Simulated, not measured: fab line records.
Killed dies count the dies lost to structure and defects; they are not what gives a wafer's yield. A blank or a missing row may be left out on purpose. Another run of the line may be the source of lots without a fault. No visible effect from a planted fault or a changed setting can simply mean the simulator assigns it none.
A lot that was struck, set against a sound lot ; flow nand-harc ; 15 out of 1302 route steps
Sound: the wafers L581.1, L581.3, L581.4. Struck: wafer L580.6; the same lot's L580.4 was not struck, so it is left out; see the end for the cause.
Each step with rows lists, per side, the tool, then ch with its chambers, then its first start. Under that, the readings that differ: sound wafers ; struck wafers ; difference of the means ; sigmas: that difference in standard deviations of wafers without a fault.
alike: readings whose means differ by less than 2 such deviations, and words and numbers that are the same on both sides. not compared: withheld readings, readings that some wafer has no value for, bounds like >300 that may hide the same value, and numbers for which the record gives no deviation and whose values overlap.
A row with sigmas, a row that says differs or no value, or rows on one side alone: a step with any of these is where the two part. Non-overlapping numbers with no deviation appear without sigmas and do not part them. A reading that every wafer of one side lacks parts them only if that side has two wafers or more.

NHARC_P_GATE_DESCUM_13: chemistry O2, time 3 s.
  sound on rie-diel-06 ch 1,2,3, day 10 14:14; struck on rie-diel-03 ch 1, day 9 06:33
reading;sound;struck;difference;sigmas
rf-vpp-V (V);58.6 58.6 58.7;56.5;-2.1;-2
  alike: drypump-motor-current-A, oes-product-au, showerhead-plenum-p-Torr, throttle-valve-pct
  not compared: rf-hours-counter-h
then, 6 steps without rows for these wafers: NHARC_P_GATE_ETCH_14 (etches SiO2 in dHF, target depth 48.8 nm); NHARC_P_GATE_STRIP_15 (strips in SPM, time 780 s); NHARC_P_GATE_PRECLEAN_71 (cleans in SC1); NHARC_P_GATE_SRD_72; NHARC_P_GATE_OXIDE_16 (material SiO2, target thk 3 nm, ox time 392 s); NHARC_P_GATE_CVD_17 (deposits poly-Si, target thk 150 nm, time 900 s).
NHARC_P_GATE_HM_DEP_102: deposits aC, target thk 120 nm.
  sound on acl-dep-03 ch 0, day 11 02:33; struck on acl-dep-02 ch 0, day 9 21:03
  alike: throttle-valve-pct
NHARC_P_GATE_DEP_103: deposits SiON, target thk 30 nm.
  sound on pecvd-02 ch 0,1,2, day 11 03:14; struck on pecvd-01 ch 0, day 9 21:29
  alike: heater-power-w
then, 3 steps without rows for these wafers: NHARC_P_GATE_DEHYDRATE_18 (time 120 s); NHARC_P_GATE_HMDS_19 (time 30 s); NHARC_P_GATE_COAT_20 (resist thk 90 nm).
NHARC_P_GATE_SOFTBAKE_21: time 55 s.
  sound on litho-track-06 ch 0, day 11 03:00; struck on litho-track-01 ch 0, day 9 21:00
reading;sound;struck;difference;sigmas
heater-power-total-W (W);188.68 188.76 188.28;207.97;+19.40;+99 or more
after that, 1 step had no rows for these wafers: NHARC_P_GATE_EBR_22.
-- record jumps: 20 days between struck wafers' starts before vs after; left off in module P_GATE, resumes in module END, first step shown is number 1302 of the route --
NHARC_END_SORT_01:
  sound on prober-02 ch 0, day 30 18:44; struck on prober-02 ch 0, day 29 17:32
reading;sound;struck;difference;sigmas
killed-short;4 2 4;0;-3;-2
  alike: killed-at-array, killed-at-other, killed-at-periphery, killed-dies, killed-open

== WHERE THEY PART ==
Last at NHARC_END_SORT_01 as far as this record goes, first at NHARC_P_GATE_DESCUM_13.

WHY: the cause the simulator had injected
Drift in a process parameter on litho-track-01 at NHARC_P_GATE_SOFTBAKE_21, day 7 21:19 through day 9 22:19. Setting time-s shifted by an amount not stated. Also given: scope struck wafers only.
